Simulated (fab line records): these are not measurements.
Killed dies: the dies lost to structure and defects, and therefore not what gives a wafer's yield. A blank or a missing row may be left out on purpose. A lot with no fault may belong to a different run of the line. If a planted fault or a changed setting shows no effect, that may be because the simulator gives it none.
fab line records / flow n5-finfet
record: lots: 13 wafers: 36 last-day: 18
route steps=1938 shown BEOL_M15@1774 PASSIVATION@1936
lots that met no fault: taken from a fault-free run of the same line
start-h: hours from the record's opening day to when the first of the lot's shown wafers began / wait-h: time in hours since the lot's previous step / " as in the row above / L1.1+2: a row that stands for several wafers / - either no value or no given start / * or withheld: withheld / < > ~ a bound
route shown NAME@n: a module of which the file shows steps, and the number in the route of the first / usual: mean/standard deviation taken from wafers without a fault / same: alike in all rows / chamber/n: place in a boat / sites: each site's reading / _std_site: the standard deviation of these / _edge_site: the outer-site mean with the inner-site mean subtracted / radius-mm: for every site, how far away it sits from the centre of the wafer / mask NAME#n: copy n / behind: the most recent tool/chamber to have shaped the wafer / hold: reason for holding the lot/hours on hold/outcome of the hold / device: whichever transistor did not switch (one of n, p or np) / end of line: the tests these same wafers got at the end of their route / step lacking rows: just its recipe / killed: dies lost to structure and defects at the first sort, not the wafer's yield / map: shows each die of a wafer: x if killed, . if not, _ if none is there
set.NAME: setting as actually run; set.NAME@STEP: the setting as run at that earlier step / model.NAME: the simulator's own value behind a step, which no gauge read
route steps across a sampled set of lots; one table per step, one row per wafer
services: from which hour (start-h, from the record's first day; less than 0 if before it) a tool's chamber was out of use, for how many hours, and why
== steps ==
step: N5_BEOL_M15_THK_MEAS_01
recipe: reads: SiO2_of_BEOL_M15_ILD_DEP_00
usual: M15_ILD_THK: 1635/23
lot.wafer=L466.3 tool=film-metro-01 chamber=- start-h=290.91 wait-h=0.1 M15_ILD_THK[nm]=1636
lot.wafer=L466.4 tool=film-metro-01 chamber=- start-h=290.91 wait-h=0.1 M15_ILD_THK[nm]=1657
lot.wafer=L466.5 tool=film-metro-01 chamber=- start-h=290.91 wait-h=0.1 M15_ILD_THK[nm]=1651
lot.wafer=L467.3 tool=film-metro-02 chamber=- start-h=294.87 wait-h=0.1 M15_ILD_THK[nm]=1614
lot.wafer=L467.4 tool=film-metro-02 chamber=- start-h=294.87 wait-h=0.1 M15_ILD_THK[nm]=1661
lot.wafer=L467.6 tool=film-metro-02 chamber=- start-h=294.87 wait-h=0.1 M15_ILD_THK[nm]=1643
lot.wafer=L468.1 tool=film-metro-01 chamber=- start-h=297.47 wait-h=0.1 M15_ILD_THK[nm]=1642
lot.wafer=L468.2 tool=film-metro-01 chamber=- start-h=297.47 wait-h=0.1 M15_ILD_THK[nm]=1632
lot.wafer=L468.5 tool=film-metro-01 chamber=- start-h=297.47 wait-h=0.1 M15_ILD_THK[nm]=1675
lot.wafer=L471.1 tool=film-metro-02 chamber=- start-h=298.19 wait-h=0.2 M15_ILD_THK[nm]=1628
lot.wafer=L471.3 tool=film-metro-02 chamber=- start-h=298.19 wait-h=0.2 M15_ILD_THK[nm]=1647
lot.wafer=L469.1 tool=film-metro-01 chamber=- start-h=310.67 wait-h=0.2 M15_ILD_THK[nm]=1651
lot.wafer=L469.3 tool=film-metro-01 chamber=- start-h=310.67 wait-h=0.2 M15_ILD_THK[nm]=1657
lot.wafer=L469.6 tool=film-metro-01 chamber=- start-h=310.67 wait-h=0.2 M15_ILD_THK[nm]=1671
lot.wafer=L470.1 tool=film-metro-02 chamber=- start-h=328.52 wait-h=0.1 M15_ILD_THK[nm]=1626
lot.wafer=L470.4 tool=film-metro-02 chamber=- start-h=328.52 wait-h=0.1 M15_ILD_THK[nm]=1639
lot.wafer=L470.5 tool=film-metro-02 chamber=- start-h=328.52 wait-h=0.1 M15_ILD_THK[nm]=1650
lot.wafer=L478.2 tool=film-metro-01 chamber=- start-h=344.56 wait-h=0.1 M15_ILD_THK[nm]=1592
lot.wafer=L478.3 tool=film-metro-01 chamber=- start-h=344.56 wait-h=0.1 M15_ILD_THK[nm]=1614
lot.wafer=L478.6 tool=film-metro-01 chamber=- start-h=344.56 wait-h=0.1 M15_ILD_THK[nm]=1605
lot.wafer=L479.3 tool=film-metro-02 chamber=- start-h=368.05 wait-h=0.1 M15_ILD_THK[nm]=1641
lot.wafer=L479.4 tool=film-metro-02 chamber=- start-h=368.05 wait-h=0.1 M15_ILD_THK[nm]=1639
lot.wafer=L479.5 tool=film-metro-02 chamber=- start-h=368.05 wait-h=0.1 M15_ILD_THK[nm]=1625
lot.wafer=L483.1 tool=film-metro-01 chamber=- start-h=384.97 wait-h=0.1 M15_ILD_THK[nm]=1611
lot.wafer=L483.5 tool=film-metro-01 chamber=- start-h=384.97 wait-h=0.1 M15_ILD_THK[nm]=1665
lot.wafer=L484.2 tool=film-metro-02 chamber=- start-h=385.01 wait-h=0.1 M15_ILD_THK[nm]=1608
lot.wafer=L484.4 tool=film-metro-02 chamber=- start-h=385.01 wait-h=0.1 M15_ILD_THK[nm]=1654
lot.wafer=L484.6 tool=film-metro-02 chamber=- start-h=385.01 wait-h=0.1 M15_ILD_THK[nm]=1636
lot.wafer=L485.2 tool=film-metro-01 chamber=- start-h=388.05 wait-h=0.1 M15_ILD_THK[nm]=1607
lot.wafer=L485.6 tool=film-metro-01 chamber=- start-h=388.05 wait-h=0.1 M15_ILD_THK[nm]=1636
lot.wafer=L487.4 tool=film-metro-01 chamber=- start-h=400.82 wait-h=0.0 M15_ILD_THK[nm]=1674
lot.wafer=L487.5 tool=film-metro-01 chamber=- start-h=400.82 wait-h=0.0 M15_ILD_THK[nm]=1665
lot.wafer=L487.6 tool=film-metro-01 chamber=- start-h=400.82 wait-h=0.0 M15_ILD_THK[nm]=1629
lot.wafer=L488.1 tool=film-metro-02 chamber=- start-h=411.65 wait-h=0.1 M15_ILD_THK[nm]=1610
lot.wafer=L488.3 tool=film-metro-02 chamber=- start-h=411.65 wait-h=0.1 M15_ILD_THK[nm]=1594
lot.wafer=L488.5 tool=film-metro-02 chamber=- start-h=411.65 wait-h=0.1 M15_ILD_THK[nm]=1630
step: N5_BEOL_M15_CD_MEAS_17
recipe: target-cd-nm: 360 polarity: opening
usual: cd-nm: 360.4/1.9
lot.wafer=L466.3 tool=cd-sem-01 chamber=- start-h=291.93 wait-h=0.0 cd-nm=361.9
lot.wafer=L466.4 tool=cd-sem-01 chamber=- start-h=291.93 wait-h=0.0 cd-nm=358.1
lot.wafer=L466.5 tool=cd-sem-01 chamber=- start-h=291.93 wait-h=0.0 cd-nm=364.3
lot.wafer=L467.3 tool=cd-sem-03 chamber=- start-h=296.13 wait-h=0.0 cd-nm=362.5
lot.wafer=L467.4 tool=cd-sem-03 chamber=- start-h=296.13 wait-h=0.0 cd-nm=362.1
lot.wafer=L467.6 tool=cd-sem-03 chamber=- start-h=296.13 wait-h=0.0 cd-nm=362.4
lot.wafer=L468.1 tool=cd-sem-03 chamber=- start-h=298.49 wait-h=0.0 cd-nm=359.5
lot.wafer=L468.2 tool=cd-sem-03 chamber=- start-h=298.49 wait-h=0.0 cd-nm=359.7
lot.wafer=L468.5 tool=cd-sem-03 chamber=- start-h=298.49 wait-h=0.0 cd-nm=362.4
lot.wafer=L471.1 tool=cd-sem-01 chamber=- start-h=299.72 wait-h=0.0 cd-nm=359.2
lot.wafer=L471.3 tool=cd-sem-01 chamber=- start-h=299.72 wait-h=0.0 cd-nm=363.2
lot.wafer=L469.1 tool=cd-sem-01 chamber=- start-h=311.56 wait-h=0.0 cd-nm=360.1
lot.wafer=L469.3 tool=cd-sem-01 chamber=- start-h=311.56 wait-h=0.0 cd-nm=363.5
lot.wafer=L469.6 tool=cd-sem-01 chamber=- start-h=311.56 wait-h=0.0 cd-nm=358.5
lot.wafer=L470.1 tool=cd-sem-02 chamber=- start-h=329.65 wait-h=0.0 cd-nm=360.8
lot.wafer=L470.4 tool=cd-sem-02 chamber=- start-h=329.65 wait-h=0.0 cd-nm=362.1
lot.wafer=L470.5 tool=cd-sem-02 chamber=- start-h=329.65 wait-h=0.0 cd-nm=366.0
lot.wafer=L478.2 tool=cd-sem-01 chamber=- start-h=346.02 wait-h=0.0 cd-nm=362.0
lot.wafer=L478.3 tool=cd-sem-01 chamber=- start-h=346.02 wait-h=0.0 cd-nm=357.7
lot.wafer=L478.6 tool=cd-sem-01 chamber=- start-h=346.02 wait-h=0.0 cd-nm=361.1
lot.wafer=L479.3 tool=cd-sem-01 chamber=- start-h=368.94 wait-h=0.0 cd-nm=362.8
lot.wafer=L479.4 tool=cd-sem-01 chamber=- start-h=368.94 wait-h=0.0 cd-nm=361.0
lot.wafer=L479.5 tool=cd-sem-01 chamber=- start-h=368.94 wait-h=0.0 cd-nm=359.8
lot.wafer=L483.1 tool=cd-sem-02 chamber=- start-h=385.91 wait-h=0.0 cd-nm=362.6
lot.wafer=L483.5 tool=cd-sem-02 chamber=- start-h=385.91 wait-h=0.0 cd-nm=361.6
lot.wafer=L484.2 tool=cd-sem-01 chamber=- start-h=386.29 wait-h=0.0 cd-nm=361.8
lot.wafer=L484.4 tool=cd-sem-01 chamber=- start-h=386.29 wait-h=0.0 cd-nm=361.4
lot.wafer=L484.6 tool=cd-sem-01 chamber=- start-h=386.29 wait-h=0.0 cd-nm=362.6
lot.wafer=L485.2 tool=cd-sem-01 chamber=- start-h=388.93 wait-h=0.0 cd-nm=361.4
lot.wafer=L485.6 tool=cd-sem-01 chamber=- start-h=388.93 wait-h=0.0 cd-nm=362.0
lot.wafer=L487.4 tool=cd-sem-03 chamber=- start-h=401.83 wait-h=0.0 cd-nm=359.6
lot.wafer=L487.5 tool=cd-sem-03 chamber=- start-h=401.83 wait-h=0.0 cd-nm=362.2
lot.wafer=L487.6 tool=cd-sem-03 chamber=- start-h=401.83 wait-h=0.0 cd-nm=361.0
lot.wafer=L488.1 tool=cd-sem-01 chamber=- start-h=412.66 wait-h=0.0 cd-nm=362.5
lot.wafer=L488.3 tool=cd-sem-01 chamber=- start-h=412.66 wait-h=0.0 cd-nm=355.6
lot.wafer=L488.5 tool=cd-sem-01 chamber=- start-h=412.66 wait-h=0.0 cd-nm=359.1
step: N5_BEOL_M15_PEB_26
recipe: peb-temp-c: 130 peb-time-s: 90
usual: heater-power-total-W: 172.4/0.78 plate-temp-C: 129.99/0.13
lot.wafer=L466.3 tool=litho-track-01 chamber=0 start-h=292.97 wait-h=0.0 heater-power-total-W=171.0 plate-temp-C=130.05
lot.wafer=L466.4 tool=litho-track-01 chamber=0 start-h=292.97 wait-h=0.0 heater-power-total-W=172.4 plate-temp-C=130.15
lot.wafer=L466.5 tool=litho-track-01 chamber=0 start-h=292.97 wait-h=0.0 heater-power-total-W=171.7 plate-temp-C=129.99
lot.wafer=L467.3 tool=litho-track-03 chamber=0 start-h=297.02 wait-h=0.0 heater-power-total-W=172.7 plate-temp-C=129.77
lot.wafer=L467.4 tool=litho-track-03 chamber=0 start-h=297.02 wait-h=0.0 heater-power-total-W=170.9 plate-temp-C=129.91
lot.wafer=L467.6 tool=litho-track-03 chamber=0 start-h=297.02 wait-h=0.0 heater-power-total-W=171.8 plate-temp-C=129.89
lot.wafer=L468.1 tool=litho-track-05 chamber=0 start-h=299.37 wait-h=0.1 heater-power-total-W=172.7 plate-temp-C=130.12
lot.wafer=L468.2 tool=litho-track-05 chamber=0 start-h=299.37 wait-h=0.1 heater-power-total-W=171.6 plate-temp-C=130.01
lot.wafer=L468.5 tool=litho-track-05 chamber=0 start-h=299.37 wait-h=0.1 heater-power-total-W=172.4 plate-temp-C=129.98
lot.wafer=L471.1 tool=litho-track-05 chamber=0 start-h=300.63 wait-h=0.1 heater-power-total-W=172.1 plate-temp-C=130.04
lot.wafer=L471.3 tool=litho-track-05 chamber=0 start-h=300.63 wait-h=0.1 heater-power-total-W=171.9 plate-temp-C=130.09
lot.wafer=L469.1 tool=litho-track-01 chamber=0 start-h=312.33 wait-h=0.1 heater-power-total-W=172.7 plate-temp-C=129.85
lot.wafer=L469.3 tool=litho-track-01 chamber=0 start-h=312.33 wait-h=0.1 heater-power-total-W=170.9 plate-temp-C=129.69
lot.wafer=L469.6 tool=litho-track-01 chamber=0 start-h=312.33 wait-h=0.1 heater-power-total-W=172.7 plate-temp-C=129.92
lot.wafer=L470.1 tool=litho-track-05 chamber=0 start-h=330.45 wait-h=0.1 heater-power-total-W=172.1 plate-temp-C=130.28
lot.wafer=L470.4 tool=litho-track-05 chamber=0 start-h=330.45 wait-h=0.1 heater-power-total-W=172.0 plate-temp-C=130.16
lot.wafer=L470.5 tool=litho-track-05 chamber=0 start-h=330.45 wait-h=0.1 heater-power-total-W=172.9 plate-temp-C=130.16
lot.wafer=L478.2 tool=litho-track-01 chamber=0 start-h=346.78 wait-h=0.0 heater-power-total-W=181.7 plate-temp-C=134.83
lot.wafer=L478.3 tool=litho-track-01 chamber=0 start-h=346.78 wait-h=0.0 heater-power-total-W=180.3 plate-temp-C=134.91
lot.wafer=L478.6 tool=litho-track-01 chamber=0 start-h=346.78 wait-h=0.0 heater-power-total-W=180.2 plate-temp-C=134.80
lot.wafer=L479.3 tool=litho-track-01 chamber=0 start-h=369.69 wait-h=0.0 heater-power-total-W=182.1 plate-temp-C=134.88
lot.wafer=L479.4 tool=litho-track-01 chamber=0 start-h=369.69 wait-h=0.0 heater-power-total-W=179.9 plate-temp-C=134.95
lot.wafer=L479.5 tool=litho-track-01 chamber=0 start-h=369.69 wait-h=0.0 heater-power-total-W=181.3 plate-temp-C=134.64
lot.wafer=L483.1 tool=litho-track-05 chamber=0 start-h=386.84 wait-h=0.1 heater-power-total-W=173.2 plate-temp-C=129.93
lot.wafer=L483.5 tool=litho-track-05 chamber=0 start-h=386.84 wait-h=0.1 heater-power-total-W=173.2 plate-temp-C=129.93
lot.wafer=L484.2 tool=litho-track-03 chamber=0 start-h=387.18 wait-h=0.0 heater-power-total-W=172.2 plate-temp-C=130.22
lot.wafer=L484.4 tool=litho-track-03 chamber=0 start-h=387.18 wait-h=0.0 heater-power-total-W=172.8 plate-temp-C=130.03
lot.wafer=L484.6 tool=litho-track-03 chamber=0 start-h=387.18 wait-h=0.0 heater-power-total-W=173.8 plate-temp-C=129.96
lot.wafer=L485.2 tool=litho-track-05 chamber=0 start-h=389.83 wait-h=0.0 heater-power-total-W=173.5 plate-temp-C=130.04
lot.wafer=L485.6 tool=litho-track-05 chamber=0 start-h=389.83 wait-h=0.0 heater-power-total-W=172.0 plate-temp-C=130.08
lot.wafer=L487.4 tool=litho-track-03 chamber=0 start-h=403.00 wait-h=0.0 heater-power-total-W=172.7 plate-temp-C=129.99
lot.wafer=L487.5 tool=litho-track-03 chamber=0 start-h=403.00 wait-h=0.0 heater-power-total-W=173.2 plate-temp-C=129.93
lot.wafer=L487.6 tool=litho-track-03 chamber=0 start-h=403.00 wait-h=0.0 heater-power-total-W=171.5 plate-temp-C=130.17
lot.wafer=L488.1 tool=litho-track-03 chamber=0 start-h=413.54 wait-h=0.1 heater-power-total-W=172.0 plate-temp-C=130.16
lot.wafer=L488.3 tool=litho-track-03 chamber=0 start-h=413.54 wait-h=0.1 heater-power-total-W=173.2 plate-temp-C=130.04
lot.wafer=L488.5 tool=litho-track-03 chamber=0 start-h=413.54 wait-h=0.1 heater-power-total-W=173.2 plate-temp-C=130.20
step: N5_BEOL_M15_CD_MEAS_28
recipe: target-cd-nm: 407.6 landing-energy-ev: 500 detector: se-inlens
usual: cd-nm: 406.4/1.8
lot.wafer=L466.3 tool=cd-sem-03 chamber=0 start-h=293.08 wait-h=- cd-nm=407.0
lot.wafer=L466.4 tool=cd-sem-03 chamber=0 start-h=293.08 wait-h=- cd-nm=404.7
lot.wafer=L466.5 tool=cd-sem-03 chamber=0 start-h=293.08 wait-h=- cd-nm=407.3
lot.wafer=L467.3 tool=cd-sem-02 chamber=0 start-h=297.13 wait-h=- cd-nm=407.4
lot.wafer=L467.4 tool=cd-sem-02 chamber=0 start-h=297.13 wait-h=- cd-nm=407.4
lot.wafer=L467.6 tool=cd-sem-02 chamber=0 start-h=297.13 wait-h=- cd-nm=406.5
lot.wafer=L468.1 tool=cd-sem-03 chamber=0 start-h=299.49 wait-h=- cd-nm=406.5
lot.wafer=L468.2 tool=cd-sem-03 chamber=0 start-h=299.49 wait-h=- cd-nm=406.3
lot.wafer=L468.5 tool=cd-sem-03 chamber=0 start-h=299.49 wait-h=- cd-nm=405.3
lot.wafer=L471.1 tool=cd-sem-01 chamber=0 start-h=300.74 wait-h=- cd-nm=405.2
lot.wafer=L471.3 tool=cd-sem-01 chamber=0 start-h=300.74 wait-h=- cd-nm=406.5
lot.wafer=L469.1 tool=cd-sem-03 chamber=0 start-h=312.45 wait-h=- cd-nm=409.1
lot.wafer=L469.3 tool=cd-sem-03 chamber=0 start-h=312.45 wait-h=- cd-nm=408.9
lot.wafer=L469.6 tool=cd-sem-03 chamber=0 start-h=312.45 wait-h=- cd-nm=406.9
lot.wafer=L470.1 tool=cd-sem-03 chamber=0 start-h=330.56 wait-h=- cd-nm=406.2
lot.wafer=L470.4 tool=cd-sem-03 chamber=0 start-h=330.56 wait-h=- cd-nm=406.3
lot.wafer=L470.5 tool=cd-sem-03 chamber=0 start-h=330.56 wait-h=- cd-nm=406.2
lot.wafer=L478.2 tool=cd-sem-01 chamber=0 start-h=346.90 wait-h=- cd-nm=422.1
lot.wafer=L478.3 tool=cd-sem-01 chamber=0 start-h=346.90 wait-h=- cd-nm=424.8
lot.wafer=L478.6 tool=cd-sem-01 chamber=0 start-h=346.90 wait-h=- cd-nm=422.5
lot.wafer=L479.3 tool=cd-sem-01 chamber=0 start-h=369.81 wait-h=- cd-nm=425.6
lot.wafer=L479.4 tool=cd-sem-01 chamber=0 start-h=369.81 wait-h=- cd-nm=423.3
lot.wafer=L479.5 tool=cd-sem-01 chamber=0 start-h=369.81 wait-h=- cd-nm=425.8
lot.wafer=L483.1 tool=cd-sem-02 chamber=0 start-h=386.96 wait-h=- cd-nm=406.6
lot.wafer=L483.5 tool=cd-sem-02 chamber=0 start-h=386.96 wait-h=- cd-nm=405.5
lot.wafer=L484.2 tool=cd-sem-03 chamber=0 start-h=387.29 wait-h=- cd-nm=407.9
lot.wafer=L484.4 tool=cd-sem-03 chamber=0 start-h=387.29 wait-h=- cd-nm=407.1
lot.wafer=L484.6 tool=cd-sem-03 chamber=0 start-h=387.29 wait-h=- cd-nm=406.0
lot.wafer=L485.2 tool=cd-sem-01 chamber=0 start-h=389.95 wait-h=- cd-nm=404.7
lot.wafer=L485.6 tool=cd-sem-01 chamber=0 start-h=389.95 wait-h=- cd-nm=406.0
lot.wafer=L487.4 tool=cd-sem-03 chamber=0 start-h=403.12 wait-h=- cd-nm=409.5
lot.wafer=L487.5 tool=cd-sem-03 chamber=0 start-h=403.12 wait-h=- cd-nm=406.8
lot.wafer=L487.6 tool=cd-sem-03 chamber=0 start-h=403.12 wait-h=- cd-nm=408.2
lot.wafer=L488.1 tool=cd-sem-03 chamber=0 start-h=413.66 wait-h=- cd-nm=406.4
lot.wafer=L488.3 tool=cd-sem-03 chamber=0 start-h=413.66 wait-h=- cd-nm=406.0
lot.wafer=L488.5 tool=cd-sem-03 chamber=0 start-h=413.66 wait-h=- cd-nm=404.8
step: N5_BEOL_M15_OVL_MEAS_29
recipe: points-per-wafer: 44
usual: M15_OVL: -5/4.7
lot.wafer=L466.3 tool=overlay-02 chamber=0 start-h=293.11 wait-h=0.0 M15_OVL[nm]=-8
lot.wafer=L466.4 tool=overlay-02 chamber=0 start-h=293.11 wait-h=0.0 M15_OVL[nm]=-7
lot.wafer=L466.5 tool=overlay-02 chamber=0 start-h=293.11 wait-h=0.0 M15_OVL[nm]=-9
lot.wafer=L467.3 tool=overlay-02 chamber=0 start-h=297.16 wait-h=0.0 M15_OVL[nm]=-9
lot.wafer=L467.4 tool=overlay-02 chamber=0 start-h=297.16 wait-h=0.0 M15_OVL[nm]=4
lot.wafer=L467.6 tool=overlay-02 chamber=0 start-h=297.16 wait-h=0.0 M15_OVL[nm]=-1
lot.wafer=L468.1 tool=overlay-02 chamber=0 start-h=299.52 wait-h=0.0 M15_OVL[nm]=-7
lot.wafer=L468.2 tool=overlay-02 chamber=0 start-h=299.52 wait-h=0.0 M15_OVL[nm]=-6
lot.wafer=L468.5 tool=overlay-02 chamber=0 start-h=299.52 wait-h=0.0 M15_OVL[nm]=-4
lot.wafer=L471.1 tool=overlay-02 chamber=0 start-h=300.77 wait-h=0.0 M15_OVL[nm]=-9
lot.wafer=L471.3 tool=overlay-02 chamber=0 start-h=300.77 wait-h=0.0 M15_OVL[nm]=-9
lot.wafer=L469.1 tool=overlay-02 chamber=0 start-h=312.48 wait-h=0.0 M15_OVL[nm]=-10
lot.wafer=L469.3 tool=overlay-02 chamber=0 start-h=312.48 wait-h=0.0 M15_OVL[nm]=-6
lot.wafer=L469.6 tool=overlay-02 chamber=0 start-h=312.48 wait-h=0.0 M15_OVL[nm]=-9
lot.wafer=L470.1 tool=overlay-02 chamber=0 start-h=330.59 wait-h=0.0 M15_OVL[nm]=0
lot.wafer=L470.4 tool=overlay-02 chamber=0 start-h=330.59 wait-h=0.0 M15_OVL[nm]=-6
lot.wafer=L470.5 tool=overlay-02 chamber=0 start-h=330.59 wait-h=0.0 M15_OVL[nm]=2
lot.wafer=L478.2 tool=overlay-02 chamber=0 start-h=346.93 wait-h=0.0 M15_OVL[nm]=-2
lot.wafer=L478.3 tool=overlay-02 chamber=0 start-h=346.93 wait-h=0.0 M15_OVL[nm]=-4
lot.wafer=L478.6 tool=overlay-02 chamber=0 start-h=346.93 wait-h=0.0 M15_OVL[nm]=1
lot.wafer=L479.3 tool=overlay-01 chamber=0 start-h=369.84 wait-h=0.0 M15_OVL[nm]=-9
lot.wafer=L479.4 tool=overlay-01 chamber=0 start-h=369.84 wait-h=0.0 M15_OVL[nm]=0
lot.wafer=L479.5 tool=overlay-01 chamber=0 start-h=369.84 wait-h=0.0 M15_OVL[nm]=-6
lot.wafer=L483.1 tool=overlay-01 chamber=0 start-h=386.99 wait-h=0.0 M15_OVL[nm]=0
lot.wafer=L483.5 tool=overlay-01 chamber=0 start-h=386.99 wait-h=0.0 M15_OVL[nm]=-5
lot.wafer=L484.2 tool=overlay-01 chamber=0 start-h=387.32 wait-h=0.0 M15_OVL[nm]=-6
lot.wafer=L484.4 tool=overlay-01 chamber=0 start-h=387.32 wait-h=0.0 M15_OVL[nm]=-6
lot.wafer=L484.6 tool=overlay-01 chamber=0 start-h=387.32 wait-h=0.0 M15_OVL[nm]=-3
lot.wafer=L485.2 tool=overlay-02 chamber=0 start-h=389.97 wait-h=0.0 M15_OVL[nm]=-4
lot.wafer=L485.6 tool=overlay-02 chamber=0 start-h=389.97 wait-h=0.0 M15_OVL[nm]=-7
lot.wafer=L487.4 tool=overlay-01 chamber=0 start-h=403.14 wait-h=0.0 M15_OVL[nm]=-13
lot.wafer=L487.5 tool=overlay-01 chamber=0 start-h=403.14 wait-h=0.0 M15_OVL[nm]=-12
lot.wafer=L487.6 tool=overlay-01 chamber=0 start-h=403.14 wait-h=0.0 M15_OVL[nm]=-15
lot.wafer=L488.1 tool=overlay-01 chamber=0 start-h=413.69 wait-h=0.0 M15_OVL[nm]=4
lot.wafer=L488.3 tool=overlay-01 chamber=0 start-h=413.69 wait-h=0.0 M15_OVL[nm]=-9
lot.wafer=L488.5 tool=overlay-01 chamber=0 start-h=413.69 wait-h=0.0 M15_OVL[nm]=1
step: N5_PASSIVATION_PROBE_49
usual: defect-limited-yield: 91.2/1.6 killed_at_M0_to_M3: 35/11 killed_at_M4_up: 14/5.4 killed-at-contacts: 13/6 killed-at-front-end: 38/11 killed-at-other: 3.4/2.6 killed-dies: 104/19 killed-on-rim: 13/3.9 killed-open: 68/13 killed-short: 34/8.5 sort_bin_5_function: 5.1/1 sort_bin_6_memory: 3.3/0.72 sort_bin_8_speed: 0.1/0.9 sort-n-pass: 1075/22 sort-yield-pct: 91.1/1.9
same: gross-dies: 1180 killed-at-back-side: 0 sort_bin_4_leakage[%]: 0
lot.wafer=L479.3 tool=prober-01 chamber=- start-h=395.66 wait-h=0.1 defect-limited-yield[%]=90.5 killed_at_M0_to_M3=44 killed_at_M4_up=6 killed-at-contacts=20 killed-at-front-end=36 killed-at-other=6 killed-dies=112 killed-on-rim=14 killed-open=75 killed-short=34 sort_bin_5_function[%]=5.3 sort_bin_6_memory[%]=3.9 sort_bin_8_speed[%]=0 sort-n-pass=1068 sort-yield-pct[%]=90.5
lot.wafer=L479.4 tool=prober-01 chamber=- start-h=395.71 wait-h=0.2 defect-limited-yield[%]=93.1 killed_at_M0_to_M3=30 killed_at_M4_up=12 killed-at-contacts=17 killed-at-front-end=21 killed-at-other=1 killed-dies=81 killed-on-rim=8 killed-open=51 killed-short=27 sort_bin_5_function[%]=4.0 sort_bin_6_memory[%]=2.6 sort_bin_8_speed[%]=0 sort-n-pass=1099 sort-yield-pct[%]=93.1
lot.wafer=L479.5 tool=prober-01 chamber=- start-h=395.76 wait-h=0.2 defect-limited-yield[%]=91.3 killed_at_M0_to_M3=44 killed_at_M4_up=15 killed-at-contacts=9 killed-at-front-end=29 killed-at-other=6 killed-dies=103 killed-on-rim=17 killed-open=68 killed-short=31 sort_bin_5_function[%]=5.4 sort_bin_6_memory[%]=2.7 sort_bin_8_speed[%]=0 sort-n-pass=1077 sort-yield-pct[%]=91.3
killed by level:class
L479.3 MOL_CONTACT_COAG:geometric-particle:open=19 BEOL_M2:geometric-particle:open=9 STI_FIN_REVEAL:geometric-particle:open=8 BEOL_M0_SAQP:geometric-particle:open=8 BEOL_M1:geometric-particle:open=6 BEOL_M2:geometric-particle:short=6 FIN_SAQP:geometric-particle:short=5 ILD0:geometric-particle:short=5
L479.4 MOL_CONTACT_COAG:geometric-particle:open=14 BEOL_M2:geometric-particle:open=7 BEOL_M3:geometric-particle:open=7 BEOL_M0_SAQP:geometric-particle:short=6 FIN_SAQP:geometric-particle:short=5 BEOL_M0_SAQP:geometric-particle:open=5 DUMMY_GATE:geometric-particle:open=4 BEOL_M7:geometric-particle:open=4
L479.5 STI_FIN_REVEAL:geometric-particle:open=9 BEOL_M0_SAQP:geometric-particle:short=9 BEOL_M0_SAQP:geometric-particle:open=9 MOL_CONTACT_COAG:geometric-particle:open=7 BEOL_M3:geometric-particle:open=6 DUMMY_GATE:geometric-particle:open=5 BEOL_M1:geometric-particle:open=5 BEOL_M2:geometric-particle:open=5
== services ==
tool=litho-track-03 chamber=- start-h=319.98 hours=- kind=consumable-replace:filter
== key ==
first-sign: step: N5_BEOL_M15_PEB_26 reading: plate-temp-C direction: up sigmas: 37 usual: * struck: *
effect: step: N5_BEOL_M15_PEB_26 reading: heater-power-total-W direction: up sigmas: 11 usual: * struck: *
effect: step: N5_BEOL_M15_CD_MEAS_28 reading: cd-nm direction: up sigmas: 9.6 usual: 406.4 struck: 424.0
met-at N5_BEOL_M15_PEB_26
struck-lots L478,L479
not-acting-at N5_BEOL_M15_THK_MEAS_01,N5_BEOL_M15_CD_MEAS_17,N5_BEOL_M15_OVL_MEAS_29
onset-between 312.33 346.78
fault: kind: process-parameter-drift tool: litho-track-01 chamber: - onset-h: 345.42 steps: N5_BEOL_M15_PEB_26 channel: peb-temp-c offset: * shape: step end-h: 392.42 acts-in: * stated: *
